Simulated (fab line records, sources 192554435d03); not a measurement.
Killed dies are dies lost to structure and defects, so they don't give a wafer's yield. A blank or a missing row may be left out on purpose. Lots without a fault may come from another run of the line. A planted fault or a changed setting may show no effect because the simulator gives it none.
fab line records | flow n5_finfet
record lots=5 wafers=15 last_day=17
route steps=1938 shown BEOL_M6@1221 PASSIVATION@1936
lots that met no fault: from a run of the same line without faults
start_h: hours from the record's first day to the start of the lot's first wafer shown | wait_h: hours since the lot's step before | " the same as in the row above | L1.1+2: a row that stands for several wafers | - no value, or no start given | * or withheld: withheld | < > ~ a bound
route shown NAME@n: a module of which the file shows steps, and the number in the route of the first | usual: mean/standard deviation of fault-free wafers | same: alike in all rows | chamber/n: place in a boat | sites: the reading at each site | _std_site: their standard deviation | _edge_site: outer sites' mean less inner sites' | radius_mm: how far each site lies from the wafer's centre | mask NAME#n: copy n | behind: the tool/chamber that last shaped the wafer | hold: why the lot was held/for how many hours/how that ended | device: the transistor (n, p or np) that didn't switch | end of line: the same wafers' tests at the end of the route | a step without rows: its recipe alone | killed: dies lost to structure and defects at the first sort, not the wafer's yield | map: a wafer's dies, x killed, . not, _ none there
set.NAME: the setting as run; set.NAME@STEP: as run at that earlier step | model.NAME: the simulator's own value behind a step, which no gauge read
lots at some steps of the route; a table a step, a row a wafer
services: from which hour (start_h, from the record's first day; less than 0 if before it) a tool's chamber was out of use, for how many hours, and why
## steps
# step N5_BEOL_M6_COAT_22
# recipe resist=CAR-EUV spin_rpm=1500 resist_thk_nm=30
# step N5_BEOL_M6_EBR_24
# recipe solvent=PGMEA ebr_width_mm=1.5
# step N5_BEOL_M6_SOFTBAKE_23
# recipe temp_c=110 time_s=60 resist=CAR-EUV
# step N5_BEOL_M6_EXPOSE_25
# recipe mask_id=V5 na=0.33 source_shape=annular sigma_inner=0.4 sigma_outer=0.8 polarization=unpolarized target_cd_nm=40 dose_mj=45
# step N5_BEOL_M6_PEB_26
# recipe peb_temp_c=100 peb_time_s=60 resist=CAR-EUV
# step N5_BEOL_M6_DEVELOP_27
# recipe develop_time_s=30 developer=TMAH resist=CAR-EUV rinse_liquid=surfactant_rinse dry=air_spin dev_temp_c=23
# step N5_BEOL_M6_CD_MEAS_28
# recipe target_cd_nm=40 landing_energy_ev=500 detector=se_inlens
# usual cd_nm=40.03/0.24
# columns lot.wafer tool chamber start_h wait_h cd_nm
L409.2 cd_sem-02 0 206.29 - 39.61
L409.3 " 0 " " 40.00
L409.4 " 0 " " 40.34
L412.2 cd_sem-03 0 229.62 - 40.02
L412.4 " 0 " " 39.72
L412.5 " 0 " " 39.87
L419.3 cd_sem-03 0 266.43 - 40.18
L419.5 " 0 " " 40.47
L419.6 " 0 " " 39.88
L420.2 cd_sem-01 0 281.89 - 39.93
L420.4 " 0 " " 40.29
L420.5 " 0 " " 40.03
L428.3 cd_sem-01 0 315.71 - 39.86
L428.4 " 0 " " 40.66
L428.5 " 0 " " 40.31
# step N5_BEOL_M6_OVL_MEAS_29
# recipe points_per_wafer=522
# usual V5_OVL=0.1/0.64
# columns lot.wafer tool chamber start_h wait_h V5_OVL[nm]
L409.2 overlay-01 0 206.32 0.0 0.2
L409.3 " 0 " " 0.5
L409.4 " 0 " " 0.5
L412.2 overlay-01 0 229.65 0.0 -0.4
L412.4 " 0 " " -0.3
L412.5 " 0 " " -0.2
L419.3 overlay-01 0 266.47 0.0 -0.3
L419.5 " 0 " " -0.6
L419.6 " 0 " " 0.7
L420.2 overlay-02 0 281.92 0.0 -1.0
L420.4 " 0 " " -0.7
L420.5 " 0 " " -1.0
L428.3 overlay-02 0 315.75 0.0 -0.5
L428.4 " 0 " " -1.3
L428.5 " 0 " " 0.3
# step N5_BEOL_M6_INSPECT_30
# recipe mode=adi inspect_instrument=brightfield
# usual raw_defect_count=421/93
# columns lot.wafer tool chamber start_h wait_h raw_defect_count
L409.2 defect_inspect-02 - 206.37 0.0 411
L409.3 " - " " 499
L409.4 " - " " 508
L412.2 defect_inspect-02 - 229.71 0.0 243
L412.4 " - " " 267
L412.5 " - " " 350
L419.3 defect_inspect-02 - 266.52 0.0 443
L419.5 " - " " 491
L419.6 " - " " 298
L420.2 defect_inspect-01 - 281.98 0.0 396
L420.4 " - " " 362
L420.5 " - " " 481
L428.3 defect_inspect-01 - 315.80 0.0 483
L428.4 " - " " 455
L428.5 " - " " 514
# step N5_BEOL_M6_DESCUM_33
# recipe chemistry=O2 time_s=7 source_power_w=50 bias_power_w=20 pressure_mtorr=20 rf_frequency_hz=2.712e+07 temp_c=40 resist=CAR-EUV o2_flow_sccm=225
# usual chamber_pressure_mTorr=19.999/0.02 drypump_motor_current_A=5.9/0.43 oes_product_au=0.82/0.086 rf_vpp_V=243.3/1.4 showerhead_plenum_p_Torr=2.10/0.08 throttle_valve_pct=20.41/0.25
# columns lot.wafer tool chamber start_h wait_h chamber_pressure_mTorr drypump_motor_current_A oes_product_au rf_hours_counter_h rf_vpp_V showerhead_plenum_p_Torr throttle_valve_pct
L409.2 rie_diel-05 1 206.69 0.3 19.998 5.8 0.89 31 241.9 2.05 20.38
L409.3 " 0 " " 20.006 5.5 0.84 63 244.6 2.10 19.75
L409.4 " 3 " " 20.012 5.7 0.70 208 244.6 2.15 20.56
L412.2 rie_diel-03 1 230.12 0.4 19.994 5.1 0.69 241 242.4 2.08 20.57
L412.4 " 3 " " 19.972 6.3 0.68 239 241.9 2.06 20.57
L412.5 " 3 " " 20.023 6.3 0.69 - 241.8 2.06 20.57
L419.3 rie_diel-04 2 266.55 0.0 20.010 5.9 0.93 23 247.0 2.25 20.10
L419.5 " 0 " " 19.988 5.6 0.89 - 242.5 2.04 20.54
L419.6 " 1 " " 19.992 6.4 0.84 - 244.5 2.22 20.70
L420.2 rie_diel-03 2 282.32 0.3 19.953 6.6 0.81 92 242.3 2.03 20.32
L420.4 " 3 " " 20.022 6.3 0.67 262 242.7 2.05 20.62
L420.5 " 1 " " 20.027 5.2 0.97 - 243.4 2.08 20.30
L428.3 rie_diel-04 3 315.83 0.0 20.010 5.9 0.94 13 245.5 2.14 20.42
L428.4 " 1 " " 19.979 6.4 0.81 87 244.4 2.21 20.72
L428.5 " 0 " " 19.976 5.6 0.85 - 241.9 2.03 20.56
# step N5_BEOL_M6_ETCH_72
# recipe chemistry=N2/H2 target=underlayer target_depth_a=65 mask_material=CAR-EUV time_s=5.2 ion_energy_ev=200 pressure_mtorr=30 source_w=840 bias_w=150 n2_flow_sccm=200 h2_flow_sccm=200 ends=cleared
# usual bias_w=150.0/0.44 chamber_pressure_mTorr=30.00/0.04 drypump_motor_current_A=5.9/0.43 etch_rf_on_time_s=5.19/0.13 oes_product_au=0.70/0.072 rf_vpp_V=524.1/2.6 showerhead_plenum_p_Torr=2.55/0.093 throttle_valve_pct=17.80/0.26
# columns lot.wafer tool chamber start_h wait_h bias_w chamber_pressure_mTorr drypump_motor_current_A etch_rf_on_time_s oes_product_au rf_hours_counter_h rf_vpp_V showerhead_plenum_p_Torr throttle_valve_pct
L409.2 rie_diel-05 1 206.73 0.0 149.4 30.01 5.8 5.52 0.75 31 522.5 2.48 17.66
L409.3 " 0 " " 150.7 30.06 5.5 5.10 0.73 63 526.5 2.57 17.36
L409.4 " 3 " " 150.5 29.99 5.6 5.17 0.60 208 525.8 2.62 17.92
L412.2 rie_diel-03 1 230.16 0.0 150.1 30.06 5.1 4.93 0.60 241 521.3 2.49 17.77
L412.4 " 3 " " 149.6 29.96 6.3 5.09 0.59 239 522.5 2.49 18.00
L412.5 " 3 " " 150.2 30.01 6.3 5.10 0.58 - 522.5 2.49 18.03
L419.3 rie_diel-04 2 266.59 0.0 150.0 30.05 5.9 5.13 0.79 23 526.4 2.71 17.33
L419.5 " 0 " " 149.5 30.00 5.7 5.15 0.76 - 522.2 2.47 17.85
L419.6 " 1 " " 150.8 30.02 6.4 5.13 0.72 - 526.5 2.69 18.06
L420.2 rie_diel-03 2 282.36 0.0 149.8 30.04 6.6 5.15 0.68 92 520.8 2.46 17.78
L420.4 " 3 " " 150.6 29.96 6.3 5.07 0.58 262 522.7 2.49 18.07
L420.5 " 1 " " 150.2 29.96 5.2 5.05 0.85 - 520.0 2.49 17.40
L428.3 rie_diel-04 3 315.86 0.0 149.9 29.97 6.0 5.22 0.80 13 526.2 2.60 17.80
L428.4 " 1 " " 149.6 30.11 6.4 5.19 0.70 87 526.2 2.68 18.08
L428.5 " 0 " " 150.6 30.03 5.7 5.16 0.75 - 522.4 2.46 17.89
# step N5_BEOL_M6_ETCH_65
# recipe chemistry=CF4 target=SiARC target_depth_a=156 mask_material=CAR-EUV time_s=26 ion_energy_ev=80 pressure_mtorr=40 source_w=545 bias_w=36 Ar_flow_sccm=100 cf4_flow_sccm=100 ends=cleared
# usual bias_w=35.99/0.11 chamber_pressure_mTorr=40.00/0.034 drypump_motor_current_A=5.9/0.43 etch_rf_on_time_s=25.9/0.56 oes_product_au=0.70/0.072 rf_vpp_V=184.0/1.1 showerhead_plenum_p_Torr=2.15/0.069 throttle_valve_pct=15.56/0.23
# columns lot.wafer tool chamber start_h wait_h bias_w chamber_pressure_mTorr drypump_motor_current_A etch_rf_on_time_s oes_product_au rf_hours_counter_h rf_vpp_V showerhead_plenum_p_Torr throttle_valve_pct
L409.2 rie_diel-05 1 206.74 0.0 36.07 40.04 5.8 27.4 0.74 31 183.7 2.10 15.59
L409.3 " 0 " " 35.98 40.04 5.5 25.6 0.72 63 184.6 2.18 15.13
L409.4 " 3 " " 36.19 40.01 5.7 26.0 0.61 208 184.4 2.20 15.82
L412.2 rie_diel-03 1 230.17 0.0 35.90 40.01 5.1 25.6 0.61 241 184.6 2.11 15.71
L412.4 " 3 " " 35.95 39.96 6.3 25.5 0.59 239 183.9 2.11 15.80
L412.5 " 3 " " 36.04 40.00 6.3 25.6 0.59 - 183.5 2.11 15.78
L419.3 rie_diel-04 2 266.60 0.0 35.79 40.02 5.9 25.4 0.81 23 185.4 2.28 15.16
L419.5 " 0 " " 35.94 39.95 5.7 25.6 0.76 - 182.7 2.10 15.68
L419.6 " 1 " " 35.89 40.03 6.4 25.8 0.72 - 185.2 2.25 15.71
L420.2 rie_diel-03 2 282.37 0.0 36.08 40.02 6.6 26.0 0.67 92 183.1 2.09 15.47
L420.4 " 3 " " 35.94 39.99 6.3 25.1 0.59 262 183.3 2.10 15.83
L420.5 " 1 " " 36.00 40.04 5.1 25.6 0.85 - 182.9 2.11 15.27
L428.3 rie_diel-04 3 315.88 0.0 36.07 40.01 6.0 25.8 0.79 13 183.5 2.19 15.51
L428.4 " 1 " " 36.00 40.06 6.4 25.8 0.70 87 185.0 2.24 15.73
L428.5 " 0 " " 36.04 39.97 5.7 25.6 0.73 - 183.9 2.09 15.70
# step N5_BEOL_M6_ETCH_66
# recipe chemistry=N2/H2 target=SOC target_depth_a=800 overetch_a=160 mask_material=SiARC temp_c=40 time_s=120 ion_energy_ev=200 pressure_mtorr=30 source_w=840 bias_w=150 n2_flow_sccm=200 h2_flow_sccm=200
# usual bias_w=150.1/0.43 chamber_pressure_mTorr=30.003/0.026 drypump_motor_current_A=5.9/0.43 oes_product_au=0.63/0.064 rf_vpp_V=524.1/2.4 showerhead_plenum_p_Torr=2.55/0.093 throttle_valve_pct=17.76/0.26
# columns lot.wafer tool chamber start_h wait_h bias_w chamber_pressure_mTorr drypump_motor_current_A oes_product_au rf_hours_counter_h rf_vpp_V showerhead_plenum_p_Torr throttle_valve_pct model.SiARC_of_BEOL_M6_COAT_64.thk_nm
L409.2 rie_diel-05 1 206.77 0.0 150.0 30.011 5.8 0.69 31 522.3 2.48 17.63 6.8
L409.3 " 0 " " 150.9 30.019 5.5 0.64 63 524.3 2.57 17.31 6
L409.4 " 3 " " 150.3 29.994 5.6 0.55 208 526.2 2.62 17.88 6.2
L412.2 rie_diel-03 1 230.20 0.0 150.5 29.968 5.2 0.53 241 524.3 2.49 17.73 6.2
L412.4 " 3 " " 149.8 29.995 6.3 0.53 239 522.4 2.49 17.98 6.6
L412.5 " 3 " " 150.7 29.994 6.3 0.53 - 523.2 2.49 17.96 6.6
L419.3 rie_diel-04 2 266.63 0.0 150.0 29.986 5.9 0.71 23 528.4 2.71 17.29 6.2
L419.5 " 0 " " 149.8 30.043 5.7 0.68 - 523.5 2.47 17.84 6.2
L419.6 " 1 " " 149.7 29.985 6.4 0.64 - 527.9 2.69 18.03 6.4
L420.2 rie_diel-03 2 282.40 0.0 149.6 30.024 6.6 0.61 92 521.9 2.47 17.74 6.4
L420.4 " 3 " " 149.9 29.963 6.3 0.52 262 523.4 2.49 18.00 6.6
L420.5 " 1 " " 159.5 29.972 5.2 0.74 - 543.5 2.49 17.36 5.8
L428.3 rie_diel-04 3 315.91 0.0 149.8 30.008 6.0 0.71 13 525.9 2.60 17.77 6.6
L428.4 " 1 " " 150.0 30.010 6.4 0.63 87 527.3 2.69 18.07 6.4
L428.5 " 0 " " 149.6 30.038 5.7 0.66 - 521.5 2.46 17.87 6.4
# step N5_BEOL_M6_STRIP_69
# recipe chemistry=N2/H2 temp_c=40 n2_flow_sccm=200 h2_flow_sccm=200 rf_frequency_hz=6e+07
# step N5_PASSIVATION_PROBE_49
# usual defect_limited_yield=91.4/1.6 killed_at_M0_to_M3=34/10 killed_at_M4_up=12/4.8 killed_at_contacts=11/6.2 killed_at_front_end=39/13 killed_at_other=4/3.1 killed_dies=101/19 killed_open=67/14 killed_short=32/8.3 sort_bin_5_function=5.0/1 sort_bin_6_memory=3.2/0.76 sort_n_pass=1079/19 sort_yield_pct=91.4/1.6
# same gross_dies=1180 killed_at_back_side=0 sort_bin_4_leakage[%]=0 sort_bin_8_speed[%]=0
# columns lot.wafer tool chamber start_h wait_h defect_limited_yield[%] killed_at_M0_to_M3 killed_at_M4_up killed_at_contacts killed_at_front_end killed_at_other killed_dies killed_open killed_short sort_bin_5_function[%] sort_bin_6_memory[%] sort_n_pass sort_yield_pct[%]
L409.2 prober-02 - 288.29 0.1 90.3 29 9 8 63 5 114 88 24 6.4 2.8 1066 90.3
L409.3 prober-02 - 288.34 0.1 92.2 25 8 10 39 10 92 55 34 4.5 3.0 1088 92.2
L409.4 prober-02 - 288.39 0.2 91.2 29 12 15 46 2 104 74 30 5.0 3.4 1076 91.2
L419.3 prober-02 - 348.14 0.1 88.2 30 13 18 74 4 139 101 34 7.5 3.7 1041 88.2
L419.5 prober-02 - 348.24 0.2 88.6 39 8 26 55 6 134 93 37 6.3 4.7 1046 88.6
L419.6 prober-02 - 348.29 0.3 89.7 32 9 27 50 4 122 93 27 6.4 3.7 1058 89.7
L420.2 prober-02 - 360.13 0.1 93.1 31 4 5 42 0 82 51 30 5.2 1.5 1098 93.1
L420.4 prober-02 - 360.23 0.2 90.1 40 14 8 53 2 117 77 39 6.1 3.7 1063 90.1
L420.5 prober-02 - 360.28 0.2 89.6 39 16 14 53 1 123 86 37 5.8 4.4 1057 89.6
# killed by level:class
L409.2 STI_FIN_REVEAL:geometric_particle:open=18 FIN_SAQP:geometric_particle:open=14 BEOL_M1:geometric_particle:open=10 MOL_CONTACT_COAG:geometric_particle:open=7 BEOL_M0_SAQP:geometric_particle:open=6 BEOL_M3:geometric_particle:open=6 BEOL_M6:geometric_particle:open=6 FIN_SAQP:geometric_particle:short=5
L409.3 FIN_SAQP:geometric_particle:open=9 MOL_CONTACT_COAG:geometric_particle:open=8 BEOL_M0_SAQP:geometric_particle:open=7 GATE_CUT:geometric_particle:short=6 BEOL_M2:geometric_particle:open=6 FIN_SAQP:geometric_particle:short=5 STI_FIN_REVEAL:geometric_particle:open=4 GATE_CUT:geometric_particle:open=4
L409.4 MOL_CONTACT_COAG:geometric_particle:open=13 STI_FIN_REVEAL:geometric_particle:open=11 BEOL_M0_SAQP:geometric_particle:open=7 FIN_SAQP:geometric_particle:open=6 GATE_CUT:geometric_particle:short=6 STI_FIN_REVEAL:geometric_particle:short=5 DUMMY_GATE:geometric_particle:open=4 BEOL_M2:geometric_particle:open=4
L419.3 FIN_SAQP:geometric_particle:open=34 MOL_CONTACT_COAG:geometric_particle:open=16 STI_FIN_REVEAL:geometric_particle:open=12 FIN_SAQP:geometric_particle:short=9 BEOL_M0_SAQP:geometric_particle:open=7 STI_FIN_REVEAL:geometric_particle:short=6 BEOL_M5:geometric_particle:open=6 BEOL_M1:geometric_particle:open=6
L419.5 FIN_SAQP:geometric_particle:open=24 MOL_CONTACT_COAG:geometric_particle:open=18 BEOL_M3:geometric_particle:open=14 STI_FIN_REVEAL:geometric_particle:open=9 MOL_CONTACT_COAG:geometric_particle:short=8 FIN_SAQP:geometric_particle:short=7 BEOL_M0_SAQP:geometric_particle:short=7 BEOL_M2:geometric_particle:open=6
L419.6 FIN_SAQP:geometric_particle:open=23 MOL_CONTACT_COAG:geometric_particle:open=17 STI_FIN_REVEAL:geometric_particle:open=10 MOL_CONTACT_COAG:geometric_particle:short=10 BEOL_M3:geometric_particle:open=10 BEOL_M2:geometric_particle:open=9 STARTING-WAFER:geometric_particle:open=4 DUMMY_GATE:geometric_particle:short=3
L420.2 FIN_SAQP:geometric_particle:open=11 BEOL_M3:geometric_particle:open=9 FIN_SAQP:geometric_particle:short=8 BEOL_M2:geometric_particle:open=7 STI_FIN_REVEAL:geometric_particle:open=5 BEOL_M0_SAQP:geometric_particle:short=5 BEOL_M1:geometric_particle:open=4 STARTING-WAFER:geometric_particle:short=4
L420.4 FIN_SAQP:geometric_particle:open=24 FIN_SAQP:geometric_particle:short=16 BEOL_M0_SAQP:geometric_particle:open=14 BEOL_M0_SAQP:geometric_particle:short=9 MOL_CONTACT_COAG:geometric_particle:open=6 BEOL_M1:geometric_particle:open=5 BEOL_M3:geometric_particle:open=5 BEOL_M4:geometric_particle:open=4
L420.5 FIN_SAQP:geometric_particle:open=23 FIN_SAQP:geometric_particle:short=14 MOL_CONTACT_COAG:geometric_particle:open=12 BEOL_M5:geometric_particle:open=9 BEOL_M0_SAQP:geometric_particle:short=8 BEOL_M3:geometric_particle:open=8 STI_FIN_REVEAL:geometric_particle:open=7 BEOL_M1:geometric_particle:open=7
## services
# columns tool chamber start_h hours kind
rie_diel-04 2 184.78 - clean
rie_diel-04 2 184.78 - consumable_replace:focus_ring
rie_diel-04 2 184.78 - consumable_replace:showerhead
rie_diel-04 2 184.78 21.2 scheduled_down
rie_diel-04 2 184.78 21.2 vent_cycle
rie_diel-04 3 246.40 - clean
rie_diel-04 3 246.40 - consumable_replace:focus_ring
rie_diel-04 3 246.40 26.4 scheduled_down
rie_diel-04 3 246.40 26.4 vent_cycle
rie_diel-03 1 260.72 - clean
rie_diel-03 1 260.72 - consumable_replace:focus_ring
rie_diel-03 1 260.72 19.1 scheduled_down
rie_diel-03 1 260.72 19.1 vent_cycle
rie_diel-05 1 269.99 15.2 repair
rie_diel-03 3 293.99 9.0 repair
rie_diel-04 3 294.36 5.3 repair
rie_diel-05 - 294.65 0.6 repair
rie_diel-05 2 295.50 9.8 repair
## key
first_sign step=N5_BEOL_M6_ETCH_66 reading=bias_w direction=up sigmas=22 usual=* struck=*
effect step=N5_BEOL_M6_ETCH_66 reading=rf_vpp_V direction=up sigmas=8 usual=524.1 struck=543.5
model_effect step=N5_BEOL_M6_ETCH_66 value=SiARC_of_BEOL_M6_COAT_64.thk_nm without=6.2 struck=5.8
met_at N5_BEOL_M6_ETCH_66
struck_wafers L420.5
onset_between 230.20 282.40
fault kind=process_parameter_drift tool=rie_diel-03 chamber=1 onset_h=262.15 steps=N5_BEOL_M6_ETCH_66 channel=bias_w offset=* shape=step end_h=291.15 acts_in=* stated=*
